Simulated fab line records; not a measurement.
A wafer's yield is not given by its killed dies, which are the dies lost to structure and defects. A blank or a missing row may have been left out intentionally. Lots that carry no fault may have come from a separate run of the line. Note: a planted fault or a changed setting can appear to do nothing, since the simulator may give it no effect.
Split-lot experiment	flow n5 finfet	7 lots, 39 wafers read, on a route of 1938 steps

== SPLIT DETAILS ==
At N5_HKMG_FIN_EXPOSE_46 (exposes mask NDIPOLE), the setting dose mj was moved away from the recipe's 40 on 15 of the 39 wafers read, by -5.2% to +5.5%. All remaining wafers had this setting at the recipe value.

== FROM THE SPLIT TO THE READING: what the file shows between them, 2 steps ==
- N5_HKMG_FIN_PEB_47: peb time 60 s
- N5_HKMG_FIN_DEVELOP_48: develop time 30 s

== THE READING ==
At N5_HKMG_FIN_CD_MEAS_49: cd nm in nanometres, against a target cd of 202 nm. Typical for fault-free wafers on this fab line: 202.0 nm, with standard deviation 0.64 nm.

wafer	tool, chamber at the split	dose mj as run	against the recipe	cd nm, nm	against lot-mates on the recipe
L078.1	arfi scanner-01, 0	40	recipe	202.1	-
L078.2	arfi scanner-01, 0	40	recipe	202.5	-
L078.3	arfi scanner-01, 0	40	recipe	201.7	-
L078.4	arfi scanner-01, 0	40	recipe	202.5	-
L078.5	arfi scanner-01, 0	40	recipe	201.6	-
L078.6	arfi scanner-01, 0	40	recipe	201.3	-
L080.1	arfi scanner-03, 0	40	recipe	201.6	-
L080.2	arfi scanner-03, 0	37.9	-5.2%	199.4	-2.6
L080.3	arfi scanner-03, 0	37.9	-5.2%	199.4	-2.6
L080.4	arfi scanner-03, 0	40	recipe	202.0	-
L080.5	arfi scanner-03, 0	40	recipe	202.4	-
L080.6	arfi scanner-03, 0	37.9	-5.2%	199.0	-3.0
L081.1	arfi scanner-03, 0	42.17	+5.4%	205.2	+3.0
L081.2	arfi scanner-03, 0	40	recipe	202.4	-
L081.3	arfi scanner-03, 0	42.17	+5.4%	206.9	+4.7
L081.4	arfi scanner-03, 0	40	recipe	202.2	-
L081.5	arfi scanner-03, 0	40	recipe	201.9	-
L081.6	arfi scanner-03, 0	42.17	+5.4%	206.0	+3.8
L082.1	arfi scanner-01, 0	40	recipe	202.9	-
L082.2	arfi scanner-01, 0	40	recipe	202.5	-
L082.3	arfi scanner-01, 0	42.22	+5.5%	206.0	+3.2
L082.4	arfi scanner-01, 0	42.22	+5.5%	206.9	+4.1
L082.5	arfi scanner-01, 0	40	recipe	203.1	-
L082.6	arfi scanner-01, 0	42.22	+5.5%	205.9	+3.1
L083.1	arfi scanner-02, 0	41.76	+4.4%	204.4	+2.3
L083.2	arfi scanner-02, 0	41.76	+4.4%	204.6	+2.5
L083.3	arfi scanner-02, 0	41.76	+4.4%	203.9	+1.8
L083.4	arfi scanner-02, 0	40	recipe	201.6	-
L083.5	arfi scanner-02, 0	40	recipe	202.6	-
L083.6	arfi scanner-02, 0	40	recipe	202.0	-
L089.1	arfi scanner-01, 0	40	recipe	202.7	-
L089.2	arfi scanner-01, 0	40	recipe	201.4	-
L089.4	arfi scanner-01, 0	40	recipe	201.2	-
L094.1	arfi scanner-02, 0	41.69	+4.2%	204.0	+1.8
L094.2	arfi scanner-02, 0	41.69	+4.2%	204.5	+2.3
L094.3	arfi scanner-02, 0	40	recipe	202.0	-
L094.4	arfi scanner-02, 0	40	recipe	202.1	-
L094.5	arfi scanner-02, 0	40	recipe	202.4	-
L094.6	arfi scanner-02, 0	41.69	+4.2%	203.8	+1.6

FIT RESULTS
A straight line over all 39 wafers: cd nm changes by +0.613 nm for each +1% of dose mj; r = +0.95; the points scatter about the line by 0.61 nm.
The same after taking each lot's own level away (the mean of its wafers on the recipe; 39 wafers): +0.575 nm for each +1%; r = +0.96; scatter 0.51 nm.
The reading moves by 3.2 nm for the largest change in dose mj, on that fit.
The span of the lots' own levels, 201.77 to 202.83 nm, comes to 1.7 times the standard deviation stated above.
Consequently the slope shifts little with the lot-to-lot level, the two slopes agreeing.
Check: for one of the wafers moved furthest among these (+5.5%), held out of the fit, the line's prediction against its lot-mates is +3.23 nm. Against them it came out at +3.17 nm.

== THE OTHER SPLITS THESE WAFERS WENT THROUGH ==
Before the reading, these wafers also passed through other splits. Each is held against what the fit with the lots' levels taken away leaves over:
other split on the same wafers	wafers away from the commonest value	r with cd nm (lot level and that fit taken away)
N5_DUMMY_GATE_ETCH_31 target depth a	12	+0.04
N5_DUMMY_GATE_ETCH_42 bias w	12	+0.25
N5_SD_EPI_P_EPI_21 time s	12	-0.34

== THE WHOLE CHAIN: every reading that the file lists as answering this split, in the file's order ==
step	what it does	reading	change (the file's fit)	r (the file's)
N5_HKMG_FIN_CD_MEAS_49	target cd 202 nm	cd nm	+0.583 nm for each +1% of the setting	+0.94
N5_HKMG_FIN_ETCH_54	etches SiARC in CF4, target depth 45.5 nm, time 75.8 s	HKMG_FIN.cd offset nm (the simulator's own value, which no gauge read)	+0.593 nm for each +1% of the setting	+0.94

== FILE'S OWN FIT ==
cd nm changes by +0.583 nm for each +1% of dose mj, r = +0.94.
